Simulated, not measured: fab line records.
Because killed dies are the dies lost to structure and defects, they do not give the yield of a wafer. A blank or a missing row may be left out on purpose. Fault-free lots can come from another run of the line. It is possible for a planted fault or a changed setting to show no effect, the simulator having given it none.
Lot-split experiment    flow n5_finfet    on a route of 1938 steps: 7 lots, 21 wafers read

## THE SPLIT ITSELF
At N5_SD_EPI_N_COAT_32 (time 60 s, resist thk 350 nm), the setting spin_rpm was moved away from the recipe's 1500 rpm on 8 of the 21 wafers read, by -9.1% to +6.9%. For the rest of the wafers, this setting stayed at what the recipe calls for.

The reading comes from the split's own step.

## THE READING
SOC_of_SD_EPI_N_COAT_32.thk_nm (the simulator's own value, which no gauge read), in nm, at N5_SD_EPI_N_COAT_32 (time 60 s, resist thk 350 nm). No usual value for it is given in the file. Across the 13 wafers here that went through the recipe, the average is 350.5 nm and the standard deviation 0.86 nm.

wafer   tool, chamber at the split  spin_rpm as run, rpm  against the recipe  SOC_of_SD_EPI_N_COAT_32.thk_nm, nm  against lot-mates on the recipe
L079.1  litho_track-05, 0           1585                  +5.7%               339.6                               -9.6
L079.5  litho_track-05, 0           1585                  +5.7%               339.6                               -9.6
L079.6  litho_track-05, 0           1500                  recipe              349.2                               -
L081.1  litho_track-04, 0           1500                  recipe              349.4                               -
L081.2  litho_track-04, 0           1604                  +6.9%               337.6                               -11.8
L081.5  litho_track-04, 0           1604                  +6.9%               338                                 -11.4
L084.1  litho_track-04, 0           1500                  recipe              350                                 -
L084.2  litho_track-04, 0           1588                  +5.9%               340.8                               -9.0
L084.4  litho_track-04, 0           1500                  recipe              349.6                               -
L087.2  litho_track-05, 0           1433                  -4.5%               358.6                               +7.8
L087.3  litho_track-05, 0           1433                  -4.5%               358.2                               +7.4
L087.4  litho_track-05, 0           1500                  recipe              350.8                               -
L091.2  litho_track-05, 0           1500                  recipe              351.6                               -
L091.3  litho_track-05, 0           1500                  recipe              351.2                               -
L091.5  litho_track-05, 0           1363                  -9.1%               368.8                               +17.4
L093.2  litho_track-04, 0           1500                  recipe              351.4                               -
L093.4  litho_track-04, 0           1500                  recipe              349.4                               -
L093.6  litho_track-04, 0           1500                  recipe              350.8                               -
L096.1  litho_track-03, 0           1500                  recipe              350                                 -
L096.2  litho_track-03, 0           1500                  recipe              351.4                               -
L096.5  litho_track-03, 0           1500                  recipe              351.4                               -

THE FIT
A straight line over all 21 wafers: SOC_of_SD_EPI_N_COAT_32.thk_nm changes by -1.87 nm for each +1% of spin_rpm; r = -0.99; the points scatter about the line by 0.85 nm.
The same after taking each lot's own level away (the mean of its wafers on the recipe; 21 wafers): -1.73 nm for each +1%; r = -1.00; scatter 0.62 nm.
According to that fit, moving spin_rpm by its largest amount changes the reading by 16 nm.
The lots' own levels span 349.20 to 351.40 nm, that is 2.5 times the standard deviation above.
The two slopes agree, so the slope changes little with the lot-to-lot level.
Check: for one of the wafers moved furthest among these (-9.1%), held out of the fit, the line's prediction against its lot-mates is +15.3 nm. Against them it came out at +17.4 nm.

## THE OTHER SPLITS THESE WAFERS WENT THROUGH
These wafers also went through other splits before the reading. Each is held against what the fit with the lots' levels taken away leaves over:
other split on the same wafers        wafers away from the commonest value  r with SOC_of_SD_EPI_N_COAT_32.thk_nm (lot level and that fit taken away)
N5_ZERO_LAYER_EXPOSE_08 dose_mj       6                                     +0.09
N5_WELL_APT_EXPOSE_22 dose_mj         8                                     +0.00
N5_FIN_SAQP_ETCH_52 source_w          10                                    -0.07
N5_FIN_SAQP_SPACER1_ALD_24 temp_c     6                                     +0.11
N5_STI_FIN_REVEAL_ETCHBACK_08 time_s  6                                     +0.19
N5_SPACER0_ALD_00 ald_cycles          5                                     +0.16

## THE FILE'S OWN FIT
SOC_of_SD_EPI_N_COAT_32.thk_nm changes by -1.75 nm for each +1% of spin_rpm, r = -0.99.
